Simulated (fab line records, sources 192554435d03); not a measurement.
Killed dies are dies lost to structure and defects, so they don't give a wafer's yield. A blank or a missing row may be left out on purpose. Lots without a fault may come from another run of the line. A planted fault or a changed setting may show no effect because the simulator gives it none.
Chamber matching | flow n5_finfet | N5_BEOL_M0_SAQP_ETCH_101 on rie_diel-03: 4 sister chambers
The step etches SiNx in CH3F/O2, target depth 29.9 nm, time 42.7 s. 16 wafers are shown with their chamber, then 8 later ones without.

WAFERS WITH THEIR CHAMBER
wafer  | chamber | drypump_motor_current_A (A) | showerhead_plenum_p_Torr (Torr) | rf_vpp_V (V)
L076.4 | 1       | 5.3                         | 2.00                            | 301
L076.5 | 0       | 5.9                         | 1.97                            | 297
L076.6 | 1       | 5.3                         | 2.00                            | 299
L082.1 | 3       | 4.8                         | 2.11                            | 306
L082.3 | 0       | 5.9                         | 1.97                            | 297
L082.4 | 1       | 5.3                         | 2.00                            | 300
L085.2 | 1       | 5.3                         | 1.99                            | 300
L085.4 | 2       | 6.0                         | 2.07                            | 300
L085.6 | 3       | 4.8                         | 2.11                            | 305
L088.2 | 1       | 5.3                         | 1.99                            | 299
L088.4 | 0       | 5.9                         | 1.96                            | 296
L088.6 | 0       | 5.9                         | 1.96                            | 296
L091.3 | 3       | 4.8                         | 2.11                            | 305
L091.4 | 2       | 6.0                         | 2.07                            | 296
L091.6 | 3       | 4.8                         | 2.11                            | 304
L092.2 | 1       | 5.4                         | 1.99                            | 300

SIGNATURES (means of the wafers above)
reading                  | chamber 0 | chamber 1 | chamber 2 | chamber 3 | scatter within a chamber
drypump_motor_current_A  | 5.900     | 5.317     | 6.000     | 4.800     | 0.0264
showerhead_plenum_p_Torr | 1.9650    | 1.9950    | 2.0700    | 2.1100    | 0.00456
rf_vpp_V                 | 296.50    | 299.83    | 298.00    | 305.00    | 1.07
Rule: a wafer's distance from a chamber is the root of the sum, over the readings, of the square of ((its reading less the chamber's mean) divided by the reading's scatter). The wafer belongs to the nearest chamber; if the next one is less than 2 further off, it can't be placed. The scatter: the root of (the sum of the squares of (reading less its chamber's mean) over the shown wafers, divided by (wafers less chambers)).

WAFERS WITHOUT THEIR CHAMBER
wafer  | drypump_motor_current_A (A) | showerhead_plenum_p_Torr (Torr) | rf_vpp_V (V)
L092.3 | 5.9                         | 1.96                            | 296
L092.5 | 5.9                         | 1.96                            | 296
L093.2 | 6.0                         | 2.06                            | 298
L093.5 | 4.8                         | 2.11                            | 304
L093.6 | 5.9                         | 1.96                            | 297
L097.1 | 6.0                         | 2.06                            | 298
L097.3 | 5.9                         | 1.96                            | 295
L097.4 | 5.3                         | 1.99                            | 298

WHICH CHAMBER EACH WENT THROUGH
wafer  | from the rows above | in truth
L092.3 | 0                   | 0
L092.5 | 0                   | 0
L093.2 | 2                   | 2
L093.5 | 3                   | 3
L093.6 | 0                   | 0
L097.1 | 2                   | 2
L097.3 | 0                   | 0
L097.4 | 1                   | 1
Placed correctly: 8 of 8. Can't be placed from these rows: 0. Placed wrongly: 0.
